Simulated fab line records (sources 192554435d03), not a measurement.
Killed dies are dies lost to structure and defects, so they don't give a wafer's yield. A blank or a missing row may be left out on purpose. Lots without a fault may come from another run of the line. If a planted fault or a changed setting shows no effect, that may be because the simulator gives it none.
One fault seen from 2 desks    flow n5 finfet    numbers are kept per desk, each desk with only its own; the story behind them comes last

## AT THE METROLOGY DESK
Lot by lot, what the gauges showed, no matter which tool ran the lot: averages of those sampled wafers that carry a number. Any lot whose mean is over 4 standard deviations away from the usual mean is out of limits and marked OUT; that distance is given in the brackets. Of its 10 readings 7 are shown: those that lie furthest out on some lot.
Columns: A = DIBL_N at N5_BEOL_M4_RC_MEAS_101, usual 36.4 mV/V; B = IOFF_N at N5_BEOL_M4_RC_MEAS_101, usual 0.156 nA/um; C = ION_N at N5_BEOL_M4_RC_MEAS_101, usual 675 uA/um; D = ION_P at N5_BEOL_M4_RC_MEAS_101, usual 463 uA/um; E = SS_N at N5_BEOL_M4_RC_MEAS_101, usual 71.6 mV/dec; F = VT_N at N5_BEOL_M4_RC_MEAS_101, usual 250 mV; G = VT_P at N5_BEOL_M4_RC_MEAS_101, usual -250.3 mV
lot   first seen here  A     B      C    D    E     F    G
L433  day 11 16:56     37.8  0.162  671  453  72.3  250  -254.6
L437  day 12 14:01     35.7  0.151  669  459  71.9  250  -252.2
L441  day 13 18:15     37.3  0.155  675  467  71.3  252  -249.6
L446  day 15 06:11     34.7  0.127  658  459  71.4  254  -250.1
Finding of this desk: none of the 4 lots has anything out of limits.

## AT THE TOOL OWNER'S DESK: litho track-05
The tool's own readings at N5_BEOL_M0_SAQP_COAT_34 (resist thk 30 nm): means of the sampled wafers that have a number, for each lot that ran on this tool. Any lot whose mean is over 4 standard deviations away from the usual mean is out of limits and marked OUT; that distance is given in the brackets.
Columns: A = spin speed rpm at N5_BEOL_M0_SAQP_COAT_34, usual 1500.2 rpm
lot   first seen here  A
L433  day 8 02:06      1499.4
L437  day 9 02:08      1262.8 (-99 or more) OUT
L441  day 10 05:26     1263.8 (-99 or more) OUT
This desk's finding: out of limits on L437, L441; first on L437, day 9 02:08 (spin speed rpm at N5_BEOL_M0_SAQP_COAT_34). In limits: L433.

## BROUGHT TOGETHER
On L437, L441, at day 9 02:08, an alarm was possible from the tool owner's desk.
The metrology desk saw nothing out of limits.
The metrology desk has L437, L441 on record, within its limits.
The lots listed all ran N5_BEOL_M0_SAQP_COAT_34 on litho track-05.

## WHAT THE SIMULATOR HAD PUT IN
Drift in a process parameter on litho track-05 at N5_BEOL_M0_SAQP_COAT_34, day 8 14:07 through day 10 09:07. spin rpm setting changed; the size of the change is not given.
Shown lots that were struck: L437, L441.
Time in hours from fault onset to the first out-of-limits reading at each desk: the tool owner's desk, 12.
